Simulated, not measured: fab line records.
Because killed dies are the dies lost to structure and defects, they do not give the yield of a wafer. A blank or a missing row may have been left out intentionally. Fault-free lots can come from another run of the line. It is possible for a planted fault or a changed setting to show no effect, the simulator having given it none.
Matching of chambers / flow n5 finfet / N5_BEOL_M3_ALD_98 on ald sin-01 has 4 sister chambers
The step deposits SiO2, target thk 2.5 nm, pulse time 1 s, co reactant pulse time 1 s. 20 wafers are shown with their chamber, then 10 later ones without.

## WAFERS, EACH WITH ITS CHAMBER
wafer=L075.2; chamber=2; heater power w (W)=100; precursor pulse height rel=1.032
wafer=L075.4; chamber=1; heater power w (W)=84; precursor pulse height rel=0.994
wafer=L075.6; chamber=0; heater power w (W)=70; precursor pulse height rel=0.982
wafer=L078.1; chamber=0; heater power w (W)=71; precursor pulse height rel=0.976
wafer=L078.4; chamber=1; heater power w (W)=85; precursor pulse height rel=1.000
wafer=L078.6; chamber=3; heater power w (W)=78; precursor pulse height rel=1.002
wafer=L079.1; chamber=0; heater power w (W)=69; precursor pulse height rel=1.012
wafer=L079.2; chamber=2; heater power w (W)=100; precursor pulse height rel=0.973
wafer=L079.3; chamber=3; heater power w (W)=80; precursor pulse height rel=0.960
wafer=L084.1; chamber=1; heater power w (W)=80; precursor pulse height rel=0.998
wafer=L084.3; chamber=3; heater power w (W)=73; precursor pulse height rel=1.010
wafer=L084.4; chamber=0; heater power w (W)=67; precursor pulse height rel=0.994
wafer=L088.3; chamber=0; heater power w (W)=67; precursor pulse height rel=0.977
wafer=L088.5; chamber=2; heater power w (W)=95; precursor pulse height rel=0.976
wafer=L088.6; chamber=3; heater power w (W)=76; precursor pulse height rel=0.995
wafer=L087.1; chamber=1; heater power w (W)=83; precursor pulse height rel=0.984
wafer=L087.2; chamber=2; heater power w (W)=98; precursor pulse height rel=0.991
wafer=L087.3; chamber=0; heater power w (W)=67; precursor pulse height rel=1.018
wafer=L091.1; chamber=3; heater power w (W)=77; precursor pulse height rel=1.010
wafer=L091.2; chamber=1; heater power w (W)=81; precursor pulse height rel=0.999

SIGNATURES (averages over the wafers above)
reading=heater power w; chamber 0=68.50; chamber 1=82.60; chamber 2=98.25; chamber 3=76.80; scatter within a chamber=2.18
reading=precursor pulse height rel; chamber 0=0.99317; chamber 1=0.99500; chamber 2=0.99300; chamber 3=0.99540; scatter within a chamber=0.019
Rule: a wafer's distance from a chamber is the root of the sum, over the readings, of the square of ((its reading less the chamber's mean) divided by the reading's scatter). The wafer belongs to the nearest chamber; if the next one is less than 2 further off, it can't be placed. The scatter is the square root of a quotient: the sum, over the shown wafers, of each reading's squared deviation from its chamber's mean, divided by wafers minus chambers.

## WAFERS WHOSE CHAMBER IS MISSING
wafer=L091.6; heater power w (W)=94; precursor pulse height rel=0.986
wafer=L095.1; heater power w (W)=82; precursor pulse height rel=0.985
wafer=L095.3; heater power w (W)=97; precursor pulse height rel=1.010
wafer=L095.6; heater power w (W)=75; precursor pulse height rel=0.989
wafer=L096.2; heater power w (W)=81; precursor pulse height rel=0.994
wafer=L096.3; heater power w (W)=67; precursor pulse height rel=1.026
wafer=L096.6; heater power w (W)=67; precursor pulse height rel=1.003
wafer=L097.1; heater power w (W)=75; precursor pulse height rel=1.022
wafer=L097.3; heater power w (W)=97; precursor pulse height rel=1.011
wafer=L097.6; heater power w (W)=75; precursor pulse height rel=1.027

## EACH ONE'S CHAMBER
wafer=L091.6; from the rows above=2; in truth=2
wafer=L095.1; from the rows above=can't be placed: 1 or 3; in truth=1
wafer=L095.3; from the rows above=2; in truth=2
wafer=L095.6; from the rows above=3; in truth=3
wafer=L096.2; from the rows above=can't be placed: 1 or 3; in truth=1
wafer=L096.3; from the rows above=0; in truth=0
wafer=L096.6; from the rows above=0; in truth=0
wafer=L097.1; from the rows above=can't be placed: 3 or 0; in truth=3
wafer=L097.3; from the rows above=2; in truth=2
wafer=L097.6; from the rows above=can't be placed: 3 or 0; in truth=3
Correctly placed: 6 of 10. Can't be placed from these rows: 4 (the true chamber is among the candidates in 4). 0 placed wrongly.
